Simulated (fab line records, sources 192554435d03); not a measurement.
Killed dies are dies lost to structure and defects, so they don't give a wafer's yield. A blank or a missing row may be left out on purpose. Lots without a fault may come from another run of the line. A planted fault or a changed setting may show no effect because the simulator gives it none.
Chamber matching | flow n5_finfet | N5_HKMG_FIN_PWFM_ALD_03 on ald_metal-03: 4 sister chambers
The step deposits TiN, target thk 2 nm, pulse time 1 s, purge time 3 s. 4 wafers are shown with their chamber, then 9 later ones without.

WAFERS WITH THEIR CHAMBER
wafer  | chamber | heater_power_w (W)
L092.2 | 3       | 1139
L093.1 | 0       | 740
L093.4 | 2       | 901
L093.5 | 1       | 839

WAFERS WITHOUT THEIR CHAMBER
wafer  | heater_power_w (W)
L095.1 | 1175
L095.2 | 939
L095.4 | 825
L096.2 | 804
L096.3 | 930
L096.5 | 1142
L097.1 | 1129
L097.3 | 767
L097.5 | 803

WHICH CHAMBER EACH WENT THROUGH
wafer  | from the rows above     | in truth
L095.1 | 3                       | 3
L095.2 | 2                       | 2
L095.4 | 1                       | 1
L096.2 | can't be placed: 1 or 0 | 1
L096.3 | 2                       | 2
L096.5 | 3                       | 3
L097.1 | 3                       | 3
L097.3 | can't be placed: 0 or 1 | 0
L097.5 | can't be placed: 1 or 0 | 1
Placed correctly: 6 of 9. Can't be placed from these rows: 3 (the true chamber is among the candidates in 3). Placed wrongly: 0.
How it was worked out, from the rows above alone: a wafer's distance from a chamber is the root of the sum, over the readings, of the square of ((its reading less the chamber's mean) divided by the reading's scatter). The wafer belongs to the nearest chamber; if the next one is less than 2 further off, it can't be placed. A chamber's mean is the mean of its shown wafers. The scatter: with one shown wafer a chamber, the root of the mean of the squares of how far each hidden wafer lies from its nearest shown one.
